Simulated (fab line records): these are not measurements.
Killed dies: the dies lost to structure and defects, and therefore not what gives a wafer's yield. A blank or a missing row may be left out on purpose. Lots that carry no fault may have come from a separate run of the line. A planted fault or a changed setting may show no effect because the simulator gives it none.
2 desks, one fault + flow n5_finfet + each desk holds nothing but its own numbers, with what lay behind them at the end

== METROLOGY DESK ==
Means of the sampled wafers that have a number, per lot and without regard to the tool the lot ran on: this is what the gauges read. Any lot whose mean is over 4 standard deviations away from the usual mean is out of limits and marked OUT; that distance is given in the brackets. Readings shown: 7 of its 11, picked as those furthest out on some lot.
Columns: A = DIBL_N at N5_BEOL_M4_RC_MEAS_101, usual 36.3 mV/V; B = DIBL_P at N5_BEOL_M4_RC_MEAS_101, usual 36.5 mV/V; C = IOFF_P at N5_BEOL_M4_RC_MEAS_101, usual 0.22 nA/um; D = ION_N at N5_BEOL_M4_RC_MEAS_101, usual 677 uA/um; E = ION_P at N5_BEOL_M4_RC_MEAS_101, usual 466 uA/um; F = VT_N at N5_BEOL_M4_RC_MEAS_101, usual 249 mV; G = VT_P at N5_BEOL_M4_RC_MEAS_101, usual -248.9 mV
| lot  | first seen here | A    | B    | C    | D   | E   | F   | G      |
|------|-----------------|------|------|------|-----|-----|-----|--------|
| L836 | day 3 05:59     | 35.3 | 35.4 | 0.22 | 673 | 470 | 250 | -247.1 |
| L838 | day 3 16:00     | 37.9 | 37.9 | 0.24 | 691 | 464 | 247 | -247.8 |
| L839 | day 3 23:02     | 36.3 | 37.2 | 0.21 | 673 | 459 | 250 | -250.8 |
| L843 | day 5 00:14     | 36.5 | 38.3 | 0.30 | 695 | 482 | 244 | -243.4 |
| L848 | day 6 07:39     | 35.9 | 35.5 | 0.21 | 669 | 463 | 253 | -249.6 |
| L853 | day 7 12:10     | 35.5 | 34.5 | 0.21 | 674 | 471 | 250 | -248.5 |
| L854 | day 7 15:55     | 35.5 | 35.8 | 0.21 | 677 | 467 | 248 | -250.8 |
| L856 | day 8 04:31     | 34.4 | 34.4 | 0.21 | 672 | 468 | 251 | -247.8 |
| L857 | day 8 08:58     | 32.8 | 32.8 | 0.16 | 654 | 455 | 255 | -252.9 |
This desk's finding: nothing out of limits on any of the 9 lots.

== DESK OF THE TOOL OWNER: remote_plasma-02 ==
The tool's own readings at N5_SD_EPI_N_PRECLEAN_49 (cleans in NF3:NH3, afs cycles 1, time 20 s, sublimation time 60 s): means of the sampled wafers that have a number, for each lot that ran on this tool. Any lot whose mean is over 4 standard deviations away from the usual mean is out of limits and marked OUT; that distance is given in the brackets.
Columns: A = rf_power_w at N5_SD_EPI_N_PRECLEAN_49, usual 30.01 W; B = temp_c at N5_SD_EPI_N_PRECLEAN_49, usual 30.00 C
| lot  | first seen here | A     | B     |
|------|-----------------|-------|-------|
| L839 | day 3 23:08     | 29.99 | 30.09 |
| L843 | day 5 00:22     | 30.01 | 30.02 |
| L848 | day 6 07:49     | 29.98 | 30.15 |
| L853 | day 7 12:16     | 29.90 | 29.99 |
This desk's finding: nothing out of limits on any of the 4 lots.

== BROUGHT TOGETHER ==
Metrology desk: nothing out of limits seen.
Nothing out of limits was seen by the tool owner's desk.

== WHAT WAS PUT IN BY THE SIMULATOR ==
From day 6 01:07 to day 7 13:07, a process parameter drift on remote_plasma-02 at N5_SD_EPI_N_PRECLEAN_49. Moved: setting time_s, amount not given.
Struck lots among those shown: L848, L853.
